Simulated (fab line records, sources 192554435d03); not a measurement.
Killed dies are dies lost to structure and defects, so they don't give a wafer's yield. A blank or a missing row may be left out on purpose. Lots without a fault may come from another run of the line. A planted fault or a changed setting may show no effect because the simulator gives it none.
fab line records | flow n5_finfet
record lots=5 wafers=15 last_day=18
route steps=1938 shown SD_ACTIVATION@330 ILD0@335 SDB@347
lots that met no fault: from a run of the same line without faults
start_h: hours from the record's first day to the start of the lot's first wafer shown | wait_h: hours since the lot's step before | " the same as in the row above | L1.1+2: a row that stands for several wafers | - no value, or no start given | * or withheld: withheld | < > ~ a bound
route shown NAME@n: a module of which the file shows steps, and the number in the route of the first | usual: mean/standard deviation of fault-free wafers | same: alike in all rows | chamber/n: place in a boat | sites: the reading at each site | _std_site: their standard deviation | _edge_site: outer sites' mean less inner sites' | radius_mm: how far each site lies from the wafer's centre | mask NAME#n: copy n | behind: the tool/chamber that last shaped the wafer | hold: why the lot was held/for how many hours/how that ended | device: the transistor (n, p or np) that didn't switch | end of line: the same wafers' tests at the end of the route | a step without rows: its recipe alone | killed: dies lost to structure and defects at the first sort, not the wafer's yield | map: a wafer's dies, x killed, . not, _ none there
set.NAME: the setting as run; set.NAME@STEP: as run at that earlier step | model.NAME: the simulator's own value behind a step, which no gauge read
lots at some steps of the route; a table a step, a row a wafer
services: from which hour (start_h, from the record's first day; less than 0 if before it) a tool's chamber was out of use, for how many hours, and why
## steps
# step N5_SD_ACTIVATION_RTA_00
# recipe temp_c=975 time_s=0 ambient=N2 idle_temp_c=600 ramp_up_c_per_s=150 ramp_down_c_per_s=60 cool_to_c=600
# usual lamp_power_pct=8.96/0.054 lamp_zone_6_pct=8.879/0.027 wafer_temp_C_max=975.0/2
# columns lot.wafer tool chamber start_h wait_h lamp_power_pct lamp_zone_6_pct wafer_temp_C_max
L081.4 rtp_anneal-01 0 103.77 0.1 8.99 8.932 973.7
L081.5 " 0 " " 8.96 8.888 977.9
L081.6 " 0 " " 8.96 8.834 974.4
L089.2 rtp_anneal-01 0 150.08 0.1 8.90 8.848 974.0
L089.3 " 0 " " 8.95 8.902 975.9
L089.4 " 0 " " 8.91 8.871 975.3
L091.1 rtp_anneal-02 0 162.16 0.0 9.02 8.870 978.9
L091.5 " 0 " " 9.05 8.848 973.0
L091.6 " 0 " " 9.00 8.865 975.6
L093.1 rtp_anneal-02 0 172.43 0.2 8.94 8.851 975.9
L093.3 " 0 " " 8.89 8.931 975.1
L093.5 " 0 " " 8.89 8.837 971.0
L097.2 rtp_anneal-01 0 195.96 0.1 8.86 8.880 972.5
L097.3 " 0 " " 9.02 8.908 977.4
L097.6 " 0 " " 8.96 8.881 974.3
# step N5_SD_ACTIVATION_LSA_01
# recipe temp_c=1080 time_s=0.0008 ambient=N2
# usual wafer_temp_C_max=1085.4/0.98
# columns lot.wafer tool chamber start_h wait_h wafer_temp_C_max
L081.4 laser_anneal-02 0 103.97 0.2 1083.7
L081.5 " 0 " " 1086.6
L081.6 " 0 " " 1085.5
L089.2 laser_anneal-02 0 150.28 0.2 1083.7
L089.3 " 0 " " 1085.1
L089.4 " 0 " " 1085.8
L091.1 laser_anneal-02 0 162.36 0.2 1084.5
L091.5 " 0 " " 1084.6
L091.6 " 0 " " 1084.1
L093.1 laser_anneal-02 0 172.63 0.2 1086.4
L093.3 " 0 " " 1085.4
L093.5 " 0 " " 1086.5
L097.2 laser_anneal-02 0 196.16 0.2 1085.3
L097.3 " 0 " " 1083.6
L097.6 " 0 " " 1085.7
# step N5_SD_ACTIVATION_RS_MEAS_03
# recipe thk_meas_gauge=four-point-probe
# usual RS_SD_N=21.94/0.25 RS_SD_P=56.6/0.92
# columns lot.wafer tool chamber start_h wait_h RS_SD_N[ohm/sq] RS_SD_P[ohm/sq]
L081.4 film_metro-01 - 104.15 0.1 21.78 57.0
L081.5 " - " " 22.11 56.9
L081.6 " - " " 21.66 55.9
L089.2 film_metro-02 - 150.48 0.2 21.71 56.5
L089.3 " - " " 21.72 56.4
L089.4 " - " " 21.92 56.8
L091.1 film_metro-02 - 162.57 0.2 21.78 57.5
L091.5 " - " " 21.86 56.4
L091.6 " - " " 21.92 57.5
L093.1 film_metro-01 - 172.83 0.2 22.02 56.6
L093.3 " - " " 22.11 56.8
L093.5 " - " " 21.89 54.9
L097.2 film_metro-02 - 196.35 0.2 21.98 57.0
L097.3 " - " " 22.24 57.0
L097.6 " - " " 22.25 58.5
# step N5_SD_ACTIVATION_INSPECT_02
# recipe inspect_instrument=darkfield mode=post_anneal
# usual raw_defect_count=175/42
# columns lot.wafer tool chamber start_h wait_h raw_defect_count
L081.4 defect_inspect-01 - 104.41 0.1 137
L081.5 " - " " 114
L081.6 " - " " 153
L089.2 defect_inspect-02 - 150.78 0.1 194
L089.3 " - " " 218
L089.4 " - " " 247
L091.1 defect_inspect-01 - 162.89 0.2 170
L091.5 " - " " 241
L091.6 " - " " 119
L093.1 defect_inspect-01 - 173.15 0.2 148
L093.3 " - " " 162
L093.5 " - " " 149
L097.2 defect_inspect-02 - 196.65 0.1 194
L097.3 " - " " 139
L097.6 " - " " 204
# step N5_ILD0_LINER_00
# recipe material=SiNx target_thk_a=40 temp_c=400 ald_precursor_family=SiH2I2 ald_co_reactant=N2/H2-plasma pulse_time_s=1 purge_time_s=2 co_reactant_purge_time_s=2 ald_cycles=80 pressure_torr=2
# usual chamber_pressure_Torr=2.001/0.0045 heater_power_w=837/63 precursor_pulse_height_rel=0.999/0.021
# columns lot.wafer tool chamber start_h wait_h chamber_pressure_Torr heater_power_w precursor_pulse_height_rel
L081.4 ald_sin-02 3 105.41 1.0 2.003 866 1.022
L081.5 " 2 " " 1.998 873 1.000
L081.6 " 3 " " 2.000 871 0.977
L089.2 ald_sin-02 2 150.81 0.0 2.004 902 0.962
L089.3 " 3 " " 1.989 884 1.001
L089.4 " 1 " " 1.994 779 1.018
L091.1 ald_sin-03 0 162.92 0.0 1.998 945 0.984
L091.5 " 0 " " 2.005 949 1.011
L091.6 " 1 " " 2.003 863 0.984
L093.1 ald_sin-01 1 173.19 0.0 2.007 826 1.008
L093.3 " 0 " " 1.998 885 0.984
L093.5 " 0 " " 2.001 905 1.042
L097.2 ald_sin-02 1 196.69 0.0 1.998 780 0.994
L097.3 " 0 " " 2.001 778 1.014
L097.6 " 1 " " 2.000 817 1.005
# step N5_ILD0_FCVD_FILL_01
# recipe material=SiO2_flowable target_thk_a=2000 temp_c=100 pressure_torr=0.8 rf_w=2000 time_s=328.3
# usual chamber_pressure_Torr=0.7999/0.0019 rf_fwd_power_W=1996/5.6
# columns lot.wafer tool chamber start_h wait_h chamber_pressure_Torr rf_fwd_power_W
L081.4 fcvd-01 1 105.95 0.3 0.7996 1986
L081.5 " 1 " " 0.7990 1987
L081.6 " 0 " " 0.7998 1996
L089.2 fcvd-02 1 151.23 0.2 0.7969 1991
L089.3 " 0 " " 0.7979 1994
L089.4 " 1 " " 0.7994 1987
L091.1 fcvd-02 0 163.34 0.2 0.8018 1996
L091.5 " 1 " " 0.7996 1996
L091.6 " 0 " " 0.7995 1997
L093.1 fcvd-01 1 173.61 0.2 0.8007 1997
L093.3 " 1 " " 0.8004 1994
L093.5 " 1 " " 0.8005 1995
L097.2 fcvd-01 0 197.10 0.2 0.7998 1993
L097.3 " 1 " " 0.8014 2005
L097.6 " 0 " " 0.8019 1991
# step N5_ILD0_CURE_02
# recipe temp_c=450 time_s=1800 ambient=steam idle_temp_c=400 ramp_up_c_per_min=5 ramp_down_c_per_min=3 densification_p_h2o_torr=640
# usual spike_tc_lower_C=449.9/1.2
# columns lot.wafer tool chamber start_h wait_h spike_tc_lower_C
L081.4 furnace-01 0 106.22 0.2 451.1
L081.5 " 0 " " 450.1
L081.6 " 0 " " 450.7
L089.2 furnace-02 0 151.62 0.3 448.9
L089.3 " 0 " " 450.1
L089.4 " 0 " " 449.5
L091.1 furnace-02 0 163.73 0.3 450.0
L091.5 " 0 " " 448.4
L091.6 " 0 " " 449.0
L093.1 furnace-03 0 174.00 0.3 449.6
L093.3 " 0 " " 448.5
L093.5 " 0 " " 449.2
L097.2 furnace-02 0 197.50 0.3 449.3
L097.3 " 0 " " 451.2
L097.6 " 0 " " 448.5
# step N5_ILD0_CMP_03
# recipe stop_on=SiNx t_overpolish_s=1.9 post_cmp_clean=alkaline_brush down_force_psi=4.1491 platen_rpm=51.796 pad_velocity_m_s=1.0306 target_thk_nm=197.38
# usual motor_current_A=12.1/0.99 overpolish_run_s=1.899/0.0085 retaining_ring_pressure_frac=1.000/0.0051 time_to_endpoint_s=69.8/2.9
# columns lot.wafer tool chamber start_h wait_h motor_current_A overpolish_run_s retaining_ring_pressure_frac time_to_endpoint_s
L081.4 cmp-04 2 107.78 0.0 11.1 1.911 0.997 66.3
L081.5 " 2 " " 12.0 1.898 1.002 64.5
L081.6 " 3 " " 11.3 1.892 0.996 68.2
L089.3 cmp-03 2 153.18 0.0 12.8 1.914 0.997 69.8
L089.4 " 0 " " 11.2 1.880 0.998 70.1
L089.2 " 1 " " 13.8 1.889 1.008 65.5
L091.1 cmp-03 0 165.33 0.1 10.9 1.894 1.010 67.6
L091.5 " 3 " " 12.6 1.908 0.998 71.0
L091.6 " 0 " " 11.3 1.899 1.001 68.9
L093.3 cmp-03 3 175.57 0.0 12.8 1.901 1.001 74.0
L093.1 " 0 " " 10.4 1.910 1.001 71.2
L093.5 " 0 " " 11.3 1.896 0.995 72.7
L097.2 cmp-01 2 199.05 0.0 11.5 1.891 1.003 72.6
L097.3 " 3 " " 12.3 1.892 1.000 67.2
L097.6 " 3 " " 12.6 1.894 1.000 66.2
# step N5_ILD0_THK_MEAS_04
# usual thk_nm=197.3/1.1
# columns lot.wafer tool chamber start_h wait_h thk_nm
L081.4 film_metro-01 - 108.07 - 197.2
L081.5 " - " " 197.8
L081.6 " - " " 197.2
L089.2 film_metro-02 - 153.47 - 194.7
L089.3 " - " " 194.7
L089.4 " - " " 196.5
L091.1 film_metro-01 - 165.58 - 196.3
L091.5 " - " " 196.5
L091.6 " - " " 198.1
L093.1 film_metro-01 - 175.86 - 198.9
L093.3 " - " " 198.1
L093.5 " - " " 198.4
L097.2 film_metro-02 - 199.35 - 195.9
L097.3 " - " " 198.8
L097.6 " - " " 197.0
# step N5_ILD0_CMP_07
# recipe stop_on=poly-Si material=SiO2_flowable t_overpolish_s=1.18 post_cmp_clean=alkaline_brush down_force_psi=4.1491 platen_rpm=51.796 pad_velocity_m_s=1.0306 target_thk_nm=138.88
# usual motor_current_A=12.1/0.98 retaining_ring_pressure_frac=1.001/0.0042
# columns lot.wafer tool chamber start_h wait_h motor_current_A retaining_ring_pressure_frac
L081.4 cmp-03 0 108.17 0.1 10.5 1.003
L081.5 " 2 " " 12.5 1.001
L081.6 " 3 " " 12.9 1.010
L089.2 cmp-01 2 153.50 0.0 11.6 1.002
L089.4 " 3 " " 12.2 0.998
L089.3 " 1 " " 11.4 0.998
L091.1 cmp-01 3 165.61 0.0 12.8 1.002
L091.5 " 3 " " 12.5 1.003
L091.6 " 0 " " 11.1 0.995
L093.3 cmp-03 2 175.97 0.1 13.0 0.996
L093.1 " 3 " " 12.2 1.000
L093.5 " 0 " " 11.1 1.003
L097.2 cmp-04 3 199.41 0.1 11.6 0.995
L097.3 " 1 " " 13.6 1.002
L097.6 " 3 " " 11.2 0.998
# step N5_ILD0_THK_MEAS_08
# usual thk_nm=138.7/1.1
# columns lot.wafer tool chamber start_h wait_h thk_nm
L081.4 film_metro-02 - 108.40 - 139.7
L081.5 " - " " 138.8
L081.6 " - " " 139.0
L089.2 film_metro-02 - 153.80 - 139.7
L089.3 " - " " 138.6
L089.4 " - " " 139.3
L091.1 film_metro-02 - 165.91 - 138.6
L091.5 " - " " 138.3
L091.6 " - " " 137.8
L093.1 film_metro-01 - 176.19 - 139.6
L093.3 " - " " 138.1
L093.5 " - " " 138.0
L097.2 film_metro-01 - 199.67 - 137.6
L097.3 " - " " 139.6
L097.6 " - " " 137.0
# step N5_ILD0_PRECLEAN_10
# recipe chemistry=NF3:NH3 afs_cycles=5 time_s=20 temp_c=30 sublimation_temp_c=180 sublimation_time_s=60 pressure_torr=3 rf_power_w=30
# columns lot.wafer tool chamber start_h wait_h
L081.4+5+6 remote_plasma-01 1 108.76 0.4
L089.2+3+4 remote_plasma-02 1 153.94 0.1
L091.1+5+6 remote_plasma-02 0 165.94 0.0
L093.1+3+5 remote_plasma-01 1 176.22 0.0
L097.2+3+6 remote_plasma-02 1 199.82 0.1
# step N5_ILD0_ALD_15
# recipe material=SiNx target_thk_a=240 temp_c=400 ald_precursor_family=SiH2I2 ald_co_reactant=N2/H2-plasma pulse_time_s=1 ald_cycles=480 purge_time_s=2 co_reactant_purge_time_s=2 pressure_torr=2
# usual chamber_pressure_Torr=2.000/0.0042 heater_power_w=835/63 precursor_pulse_height_rel=1.002/0.018
# columns lot.wafer tool chamber start_h wait_h chamber_pressure_Torr heater_power_w precursor_pulse_height_rel
L081.4 ald_sin-02 3 109.11 0.2 1.997 860 0.973
L081.5 " 2 110.20 1.2 1.993 876 0.978
L081.6 " 3 " " 1.994 883 0.994
L089.2 ald_sin-01 1 154.52 0.5 2.005 819 0.996
L089.3 " 0 " " 1.996 901 1.005
L089.4 " 3 " " 2.001 947 1.007
L091.1 ald_sin-02 0 166.63 0.6 2.001 793 1.007
L091.5 " 0 167.71 1.2 1.997 793 1.007
L091.6 " 3 " " 1.995 866 0.987
L093.1 ald_sin-01 2 177.22 0.9 1.998 743 1.006
L093.3 " 1 " " 2.002 807 1.012
L093.5 " 0 178.30 1.5 2.006 874 1.002
L097.2 ald_sin-02 1 200.39 0.5 2.003 795 1.003
L097.3 " 2 " " 1.997 867 1.005
L097.6 " 1 201.47 1.1 2.007 780 0.971
# step N5_ILD0_CMP_12
# recipe stop_on=poly-Si material=SiNx t_overpolish_s=6 post_cmp_clean=alkaline_brush down_force_psi=2.5 platen_rpm=51.8 pad_velocity_m_s=1.0307 target_thk_nm=17.67
# usual motor_current_A=9.0/0.74 overpolish_run_s=5.999/0.0087 retaining_ring_pressure_frac=1.000/0.0055 time_to_endpoint_s=28.9/2.6
# columns lot.wafer tool chamber start_h wait_h motor_current_A overpolish_run_s retaining_ring_pressure_frac time_to_endpoint_s
L081.4 cmp-01 3 111.31 1.1 8.6 5.981 0.989 29.4
L081.6 " 3 " " 9.6 5.996 0.992 30.0
L081.5 " 0 " " 9.1 5.977 0.999 27.4
L089.2 cmp-01 1 156.75 1.2 8.2 5.980 1.001 28.3
L089.4 " 2 " " 8.7 6.000 0.990 33.6
L089.3 " 3 " " 9.3 6.010 0.997 29.7
L091.1 cmp-04 1 168.90 1.2 10.0 5.989 0.994 29.2
L091.5 " 3 " " 8.5 5.996 0.991 25.7
L091.6 " 0 " " 8.7 5.990 0.996 29.6
L093.1 cmp-04 2 179.42 1.1 8.4 5.993 1.007 25.8
L093.3 " 1 " " 9.7 5.994 0.985 33.2
L093.5 " 3 " " 8.2 5.995 1.006 25.8
L097.3 cmp-04 0 202.66 1.2 9.1 6.000 1.001 28.0
L097.2 " 1 " " 10.4 5.992 1.007 29.8
L097.6 " 2 " " 8.3 5.987 1.000 25.6
# step N5_ILD0_THK_MEAS_13
# usual thk_nm=17.6/1.1
# columns lot.wafer tool chamber start_h wait_h thk_nm
L081.4 film_metro-02 - 111.61 - 17.5
L081.5 " - " " 17.1
L081.6 " - " " 16.9
L089.2 film_metro-01 - 157.01 - 16.6
L089.3 " - " " 17.3
L089.4 " - " " 17.3
L091.1 film_metro-01 - 169.12 - 18.5
L091.5 " - " " 17.6
L091.6 " - " " 17.3
L093.1 film_metro-02 - 179.71 - 17.1
L093.3 " - " " 19.0
L093.5 " - " " 16.6
L097.2 film_metro-02 - 202.88 - 17.6
L097.3 " - " " 16.6
L097.6 " - " " 15.5
# step N5_ILD0_INSPECT_06
# recipe inspect_instrument=darkfield mode=post_cmp
# usual raw_defect_count=39/20
# columns lot.wafer tool chamber start_h wait_h raw_defect_count
L081.4 defect_inspect-01 - 111.63 0.0 64
L081.5 " - " " 49
L081.6 " - " " 44
L089.2 defect_inspect-01 - 157.04 0.0 88
L089.3 " - " " 52
L089.4 " - " " 23
L091.1 defect_inspect-02 - 169.15 0.0 33
L091.5 " - " " 18
L091.6 " - " " 52
L093.1 defect_inspect-02 - 179.74 0.0 25
L093.3 " - " " 35
L093.5 " - " " 36
L097.2 defect_inspect-01 - 202.91 0.0 12
L097.3 " - " " 28
L097.6 " - " " 21
# step N5_SDB_HM_DEP_00
# recipe material=SiNx target_thk_a=400 temp_c=400 precursor=SiH4/NH3/N2 pressure_torr=1.5 rf_w=300 time_s=35.3
# usual chamber_pressure_Torr=1.500/0.003 heater_power_w=724/120 rf_fwd_power_W=298.3/0.98 showerhead_plenum_p_Torr=5.16/0.08 throttle_valve_pct=40.2/1.2
# columns lot.wafer tool chamber start_h wait_h chamber_pressure_Torr heater_power_w rf_fwd_power_W showerhead_plenum_p_Torr throttle_valve_pct
L081.4 pecvd-02 1 111.70 0.1 1.504 640 296.6 5.17 40.6
L081.5 " 0 " " 1.502 754 298.7 5.28 39.1
L081.6 " 2 " " 1.499 648 300.4 5.14 38.3
L089.2 pecvd-02 0 157.07 0.0 1.497 866 297.6 5.28 39.0
L089.3 " 1 " " 1.502 602 296.5 5.16 40.6
L089.4 " 1 " " 1.501 611 297.7 5.16 40.6
L091.1 pecvd-01 2 169.18 0.0 1.501 849 298.7 5.27 38.9
L091.5 " 0 " " 1.502 639 299.3 5.13 39.9
L091.6 " 2 " " 1.498 811 297.7 5.26 38.9
L093.1 pecvd-02 1 179.77 0.0 1.505 645 299.3 5.16 40.4
L093.3 " 0 " " 1.501 819 299.1 5.28 39.2
L093.5 " 0 " " 1.501 797 298.0 5.28 38.9
L097.2 pecvd-02 2 202.95 0.0 1.498 643 298.1 5.16 38.4
L097.3 " 1 " " 1.503 684 298.7 5.16 40.5
L097.6 " 1 " " 1.497 714 297.0 5.16 40.8
# step N5_SDB_COAT_03
# recipe resist=SOC temp_c=250 time_s=60 spin_rpm=1500 resist_thk_nm=100
# usual exhaust_pa=45.0/0.89 plate_temp_C=250.00/0.17
# columns lot.wafer tool chamber start_h wait_h exhaust_pa plate_temp_C
L081.4 litho_track-02 0 111.75 0.0 45.3 249.95
L081.5 " 0 " " 46.1 250.04
L081.6 " 0 " " 46.7 249.99
L089.2 litho_track-02 0 157.15 0.1 46.5 249.80
L089.3 " 0 " " 45.0 250.19
L089.4 " 0 " " 45.1 250.23
L091.1 litho_track-05 0 169.26 0.1 45.3 250.21
L091.5 " 0 " " 43.6 250.11
L091.6 " 0 " " 43.8 250.04
L093.1 litho_track-01 0 179.86 0.1 44.9 249.87
L093.3 " 0 " " 44.8 249.84
L093.5 " 0 " " 46.1 249.91
L097.2 litho_track-05 0 203.03 0.1 44.9 250.01
L097.3 " 0 " " 45.6 250.26
L097.6 " 0 " " 44.8 250.05
# step N5_SDB_COAT_04
# recipe resist=SiARC temp_c=220 time_s=60 spin_rpm=1500 resist_thk_nm=18
# usual exhaust_pa=45.0/0.93 plate_temp_C=220.01/0.18
# columns lot.wafer tool chamber start_h wait_h exhaust_pa plate_temp_C
L081.4 litho_track-02 0 - - 45.5 220.08
L081.5 " 0 " " 45.7 220.02
L081.6 " 0 " " 45.2 220.03
L089.2 litho_track-02 0 - - 47.6 219.71
L089.3 " 0 " " 47.2 219.68
L089.4 " 0 " " 44.9 219.98
L091.1 litho_track-05 0 - - 45.5 219.96
L091.5 " 0 " " 44.5 220.03
L091.6 " 0 " " 44.8 220.17
L093.1 litho_track-01 0 - - 45.9 219.69
L093.3 " 0 " " 46.3 219.81
L093.5 " 0 " " 46.5 220.01
L097.2 litho_track-05 0 - - 45.2 219.96
L097.3 " 0 " " 46.0 220.16
L097.6 " 0 " " 44.2 219.98
# step N5_SDB_COAT_05
# recipe resist=CAR-ArF spin_rpm=1500 resist_thk_nm=90
# usual exhaust_pa=44.9/0.92
# columns lot.wafer tool chamber start_h wait_h exhaust_pa
L081.4 litho_track-02 0 - - 45.5
L081.5 " 0 " " 45.2
L081.6 " 0 " " 44.0
L089.2 litho_track-02 0 - - 44.7
L089.3 " 0 " " 44.3
L089.4 " 0 " " 45.8
L091.1 litho_track-05 0 - - 43.5
L091.5 " 0 " " 44.4
L091.6 " 0 " " 45.4
L093.1 litho_track-01 0 - - 44.9
L093.3 " 0 " " 44.2
L093.5 " 0 " " 44.2
L097.2 litho_track-05 0 - - 44.4
L097.3 " 0 " " 44.8
L097.6 " 0 " " 44.5
# step N5_SDB_EBR_07
# recipe solvent=PGMEA ebr_width_mm=1.5
# usual exhaust_pa=45.0/0.99
# columns lot.wafer tool chamber start_h wait_h exhaust_pa
L081.4 litho_track-02 0 - - 44.6
L081.5 " 0 " " 45.0
L081.6 " 0 " " 46.4
L089.2 litho_track-02 0 - - 47.1
L089.3 " 0 " " 47.6
L089.4 " 0 " " 45.5
L091.1 litho_track-05 0 - - 45.6
L091.5 " 0 " " 45.5
L091.6 " 0 " " 44.4
L093.1 litho_track-01 0 - - 46.9
L093.3 " 0 " " 45.4
L093.5 " 0 " " 45.4
L097.2 litho_track-05 0 - - 45.6
L097.3 " 0 " " 45.6
L097.6 " 0 " " 46.3
# step N5_SDB_SOFTBAKE_06
# recipe temp_c=110 time_s=60 resist=CAR-ArF
# usual exhaust_pa=45.0/0.9 plate_temp_C=110.00/0.13
# columns lot.wafer tool chamber start_h wait_h exhaust_pa plate_temp_C
L081.4 litho_track-02 0 - - 43.9 109.87
L081.5 " 0 " " 44.6 110.01
L081.6 " 0 " " 44.4 109.79
L089.2 litho_track-02 0 - - 44.2 109.96
L089.3 " 0 " " 43.9 109.88
L089.4 " 0 " " 44.0 110.08
L091.1 litho_track-05 0 - - 44.5 110.33
L091.5 " 0 " " 44.5 110.00
L091.6 " 0 " " 45.4 109.97
L093.1 litho_track-01 0 - - 45.4 109.97
L093.3 " 0 " " 45.9 109.98
L093.5 " 0 " " 44.5 110.04
L097.2 litho_track-05 0 - - 45.8 109.91
L097.3 " 0 " " 46.3 109.78
L097.6 " 0 " " 46.6 109.96
# step N5_SDB_EXPOSE_08
# recipe mask_id=SDB na=1.35 source_shape=conventional sigma_outer=0.5 polarization=unpolarized dose_mj=49.6
# columns lot.wafer tool chamber start_h wait_h mask
L081.4+5+6 arfi_scanner-03 0 112.01 - SDB#0
L089.2+3+4 arfi_scanner-01 0 157.40 - SDB#0
L091.1+5+6 arfi_scanner-03 0 169.38 - SDB#0
L093.1+3+5 arfi_scanner-03 0 180.10 - SDB#0
L097.2+3+6 arfi_scanner-01 0 203.28 - SDB#0
# step N5_SDB_PEB_09
# recipe peb_temp_c=withheld peb_time_s=60 resist=CAR-ArF
# usual exhaust_pa=45.2/0.87
# columns lot.wafer tool chamber start_h wait_h exhaust_pa
L081.4 litho_track-05 0 112.06 0.0 45.4
L081.5 " 0 " " 45.2
L081.6 " 0 " " 44.8
L089.2 litho_track-05 0 157.46 0.0 45.5
L089.3 " 0 " " 44.6
L089.4 " 0 " " 44.7
L091.1 litho_track-01 0 169.44 0.1 46.1
L091.5 " 0 " " 46.3
L091.6 " 0 " " 44.8
L093.1 litho_track-01 0 180.16 0.1 44.1
L093.3 " 0 " " 46.1
L093.5 " 0 " " 44.9
L097.2 litho_track-02 0 203.33 0.0 46.4
L097.3 " 0 " " 45.3
L097.6 " 0 " " 44.2
# step N5_SDB_DEVELOP_10
# recipe develop_time_s=30 developer=TMAH resist=CAR-ArF rinse_liquid=diw dry=air_spin dev_temp_c=23
# usual exhaust_pa=45.0/0.79
# columns lot.wafer tool chamber start_h wait_h exhaust_pa
L081.4 litho_track-05 0 - - 44.3
L081.5 " 0 " " 44.7
L081.6 " 0 " " 44.8
L089.2 litho_track-05 0 - - 46.2
L089.3 " 0 " " 44.9
L089.4 " 0 " " 45.8
L091.1 litho_track-01 0 - - 44.8
L091.5 " 0 " " 44.2
L091.6 " 0 " " 44.4
L093.1 litho_track-01 0 - - 45.6
L093.3 " 0 " " 46.3
L093.5 " 0 " " 45.4
L097.2 litho_track-02 0 - - 45.0
L097.3 " 0 " " 47.0
L097.6 " 0 " " 45.2
# step N5_SDB_CD_MEAS_11
# recipe target_cd_nm=50 landing_energy_ev=500 detector=se_inlens polarity=opening
# usual cd_nm=49.6/1.3
# columns lot.wafer tool chamber start_h wait_h cd_nm
L081.4 cd_sem-03 0 112.12 - 51.4
L081.5 " 0 " " 51.6
L081.6 " 0 " " 50.3
L089.2 cd_sem-01 0 157.52 - 50.2
L089.3 " 0 " " 50.9
L089.4 " 0 " " 50.1
L091.1 cd_sem-01 0 169.51 - 50.1
L091.5 " 0 " " 48.9
L091.6 " 0 " " 50.2
L093.1 cd_sem-01 0 180.23 - 47.6
L093.3 " 0 " " 47.0
L093.5 " 0 " " 49.1
L097.2 cd_sem-02 0 203.40 - 47.7
L097.3 " 0 " " 47.4
L097.6 " 0 " " 47.7
# step N5_SDB_OVL_MEAS_12
# recipe points_per_wafer=44
# usual SDB_OVL=0.5/0.85
# columns lot.wafer tool chamber start_h wait_h SDB_OVL[nm]
L081.4 overlay-01 0 112.15 0.0 0.0
L081.5 " 0 " " -0.6
L081.6 " 0 " " -0.5
L089.2 overlay-02 0 157.55 0.0 -1.1
L089.3 " 0 " " -1.5
L089.4 " 0 " " -1.3
L091.1 overlay-01 0 169.54 0.0 1.4
L091.5 " 0 " " 1.4
L091.6 " 0 " " 0.2
L093.1 overlay-01 0 180.26 0.0 1.7
L093.3 " 0 " " 0.7
L093.5 " 0 " " 0.7
L097.2 overlay-01 0 203.43 0.0 0.6
L097.3 " 0 " " -0.3
L097.6 " 0 " " -0.1
# step N5_SDB_INSPECT_13
# recipe mode=adi inspect_instrument=brightfield
# usual raw_defect_count=74/29
# columns lot.wafer tool chamber start_h wait_h raw_defect_count
L081.4 defect_inspect-01 - 112.18 0.0 93
L081.5 " - " " 74
L081.6 " - " " 78
L089.2 defect_inspect-02 - 157.58 0.0 71
L089.3 " - " " 77
L089.4 " - " " 78
L091.1 defect_inspect-02 - 169.56 0.0 62
L091.5 " - " " 45
L091.6 " - " " 78
L093.1 defect_inspect-02 - 180.28 0.0 60
L093.3 " - " " 146
L093.5 " - " " 103
L097.2 defect_inspect-02 - 203.45 0.0 118
L097.3 " - " " 132
L097.6 " - " " 87
# step N5_SDB_DESCUM_16
# recipe chemistry=O2 time_s=7.9 source_power_w=50 bias_power_w=20 pressure_mtorr=20 rf_frequency_hz=2.712e+07 temp_c=40 resist=CAR-ArF o2_flow_sccm=225
# usual drypump_motor_current_A=5.6/0.46 oes_product_au=0.77/0.066 rf_fwd_power_W=49.36/0.28 rf_vpp_V=243.6/1.3 showerhead_plenum_p_Torr=2.13/0.059 throttle_valve_pct=20.38/0.2
# columns lot.wafer tool chamber start_h wait_h drypump_motor_current_A oes_product_au rf_fwd_power_W rf_hours_counter_h rf_vpp_V showerhead_plenum_p_Torr throttle_valve_pct
L081.4 rie_diel-01 2 112.64 0.5 4.8 0.74 49.10 - 242.8 2.02 20.57
L081.5 " 1 " " 5.1 0.70 49.06 - 242.8 2.18 20.51
L081.6 " 3 " " 6.1 0.90 49.30 - 244.5 2.21 20.05
L089.2 rie_diel-01 1 157.61 0.0 5.1 0.69 49.25 231 245.0 2.18 20.55
L089.3 " 2 " " 4.8 0.73 49.18 171 241.6 2.01 20.60
L089.4 " 3 " " 6.1 0.85 49.44 36 246.0 2.20 20.07
L091.1 rie_diel-04 3 169.60 0.0 5.9 0.71 49.11 204 243.1 2.17 20.44
L091.5 " 3 " " 5.9 0.72 49.20 - 244.5 2.17 20.44
L091.6 " 0 " " 6.1 0.74 49.78 - 241.7 2.10 20.76
L093.1 rie_diel-01 1 181.02 0.7 5.1 0.69 49.00 240 244.3 2.17 20.59
L093.3 " 3 " " 6.1 0.85 49.49 44 246.9 2.20 20.10
L093.5 " 3 " " 6.2 0.85 49.60 - 245.3 2.20 20.09
L097.2 rie_diel-03 1 203.48 0.0 5.4 0.76 49.54 149 243.3 2.09 20.18
L097.3 " 2 " " 5.2 0.76 49.47 177 242.3 2.08 20.23
L097.6 " 0 " " 5.3 0.78 49.35 - 244.1 2.20 20.22
## services
# columns tool chamber start_h hours kind
cmp-04 - 82.49 5.3 pm
arfi_scanner-01 - 85.96 3.1 pm
fcvd-01 - 88.41 2.3 repair
ald_sin-02 - 88.47 8.4 repair
cmp-04 - 88.90 2.5 repair
rie_diel-01 0 112.49 8.4 repair
fcvd-01 - 119.62 0.7 repair
cmp-01 - 122.54 4.0 pm
arfi_scanner-03 - 134.00 1.3 pm
cmp-03 - 134.93 0.7 repair
arfi_scanner-01 - 135.12 1.0 repair
laser_anneal-02 - 141.47 0.8 repair
laser_anneal-02 - 147.11 2.3 pm
fcvd-01 0 148.09 5.6 repair
remote_plasma-01 - 149.74 0.2 repair
arfi_scanner-01 - 168.96 0.8 pm
arfi_scanner-01 - 170.93 1.3 pm
fcvd-02 - 173.77 1.0 repair
ald_sin-02 - 177.10 14.0 pm
pecvd-02 - 181.06 0.7 repair
arfi_scanner-03 - 183.01 0.8 pm
arfi_scanner-03 - 190.29 1.0 pm
rie_diel-01 3 191.98 14.3 repair
ald_sin-02 2 202.32 6.5 repair
## key
fault none
